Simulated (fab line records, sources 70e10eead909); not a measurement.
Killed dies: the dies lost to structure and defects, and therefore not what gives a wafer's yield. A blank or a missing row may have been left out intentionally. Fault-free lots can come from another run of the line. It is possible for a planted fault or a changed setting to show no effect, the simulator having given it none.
Matching of chambers + flow nandHarc + NHARC_P_M1_CMP_23 on cmp-03: 4 sister chambers
The step polishes, t overpolish 20 s, target thk 157.82 nm. 22 wafers are shown with their chamber, then 11 later ones without.

## EACH WAFER AND ITS CHAMBER
| wafer  | chamber | motorCurrentA (A) | retainingRingPressureFrac | timeToEndpointS (s) |
|--------|---------|-------------------|---------------------------|---------------------|
| L074.3 | 1       | 12.1              | 1.004                     | 27                  |
| L074.4 | 3       | 12.2              | 0.995                     | 25                  |
| L074.6 | 1       | 11.8              | 1.004                     | 27                  |
| L076.1 | 0       | 15.1              | 1.000                     | 26                  |
| L076.2 | 1       | 11.6              | 1.002                     | 29                  |
| L076.5 | 1       | 11.5              | 1.003                     | 30                  |
| L079.1 | 2       | 11.7              | 1.008                     | 27                  |
| L079.5 | 3       | 12.7              | 1.000                     | 24                  |
| L079.6 | 2       | 12.7              | 0.999                     | 29                  |
| L081.1 | 3       | 12.7              | 0.995                     | 27                  |
| L081.3 | 2       | 11.8              | 0.990                     | 28                  |
| L081.6 | 3       | 12.3              | 1.004                     | 27                  |
| L083.2 | 2       | 12.3              | 1.003                     | 30                  |
| L083.4 | 1       | 11.2              | 1.008                     | 33                  |
| L083.6 | 2       | 12.0              | 1.006                     | 29                  |
| L084.1 | 0       | 14.3              | 1.012                     | 29                  |
| L084.4 | 2       | 12.4              | 0.997                     | 30                  |
| L084.5 | 3       | 12.5              | 1.000                     | 27                  |
| L089.2 | 0       | 14.3              | 1.002                     | 29                  |
| L089.3 | 3       | 12.7              | 1.000                     | 31                  |
| L089.6 | 2       | 12.4              | 1.000                     | 28                  |
| L086.1 | 3       | 12.9              | 1.001                     | 26                  |

SIGNATURES (averages over the wafers above)
| reading                   | chamber 0 | chamber 1 | chamber 2 | chamber 3 | scatter within a chamber |
|---------------------------|-----------|-----------|-----------|-----------|--------------------------|
| motorCurrentA             | 14.567    | 11.640    | 12.186    | 12.571    | 0.337                    |
| retainingRingPressureFrac | 1.00467   | 1.00420   | 1.00043   | 0.99929   | 0.00462                  |
| timeToEndpointS           | 28.00     | 29.20     | 28.71     | 26.71     | 1.94                     |
Rule: for each reading, subtract the chamber's mean from the wafer's reading, divide by that reading's scatter and square the result; add these up over the readings and take the root, which gives the wafer's distance from the chamber. If the next closest chamber is less than 2 further off than the closest, the wafer can't be placed; otherwise it belongs to the closest. How the scatter is found: for the shown wafers, subtract from each reading the mean of its chamber, square and add these, divide the total by (wafers less chambers), then take the root.

## WAFERS WITH NO CHAMBER GIVEN
| wafer  | motorCurrentA (A) | retainingRingPressureFrac | timeToEndpointS (s) |
|--------|-------------------|---------------------------|---------------------|
| L086.3 | 11.8              | 0.996                     | 30                  |
| L086.5 | 11.6              | 0.996                     | 31                  |
| L088.1 | 14.2              | 1.000                     | 25                  |
| L088.3 | 12.0              | 0.996                     | 26                  |
| L088.5 | 12.0              | 0.999                     | 30                  |
| L093.3 | 12.4              | 1.004                     | 26                  |
| L093.4 | 12.4              | 0.993                     | 31                  |
| L093.5 | 12.0              | 0.999                     | 26                  |
| L095.2 | 14.2              | 0.997                     | 28                  |
| L095.4 | 12.7              | 1.004                     | 27                  |
| L095.6 | 14.3              | 1.004                     | 28                  |

## THE CHAMBER EACH PASSED THROUGH
| wafer  | from the rows above          | in truth |
|--------|------------------------------|----------|
| L086.3 | can't be placed: 2 or 1 or 3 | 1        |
| L086.5 | can't be placed: 1 or 2 or 3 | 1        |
| L088.1 | 0                            | 0        |
| L088.3 | can't be placed: 2 or 3 or 1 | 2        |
| L088.5 | can't be placed: 2 or 1 or 3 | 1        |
| L093.3 | can't be placed: 3 or 2 or 1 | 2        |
| L093.4 | can't be placed: 2 or 3 or 1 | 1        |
| L093.5 | can't be placed: 2 or 3 or 1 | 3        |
| L095.2 | 0                            | 0        |
| L095.4 | can't be placed: 3 or 2      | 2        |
| L095.6 | 0                            | 0        |
Correctly placed: 3 of 11. Unplaceable from these rows: 8, with the true chamber sitting among the candidates in 8. Placed wrongly: 0.
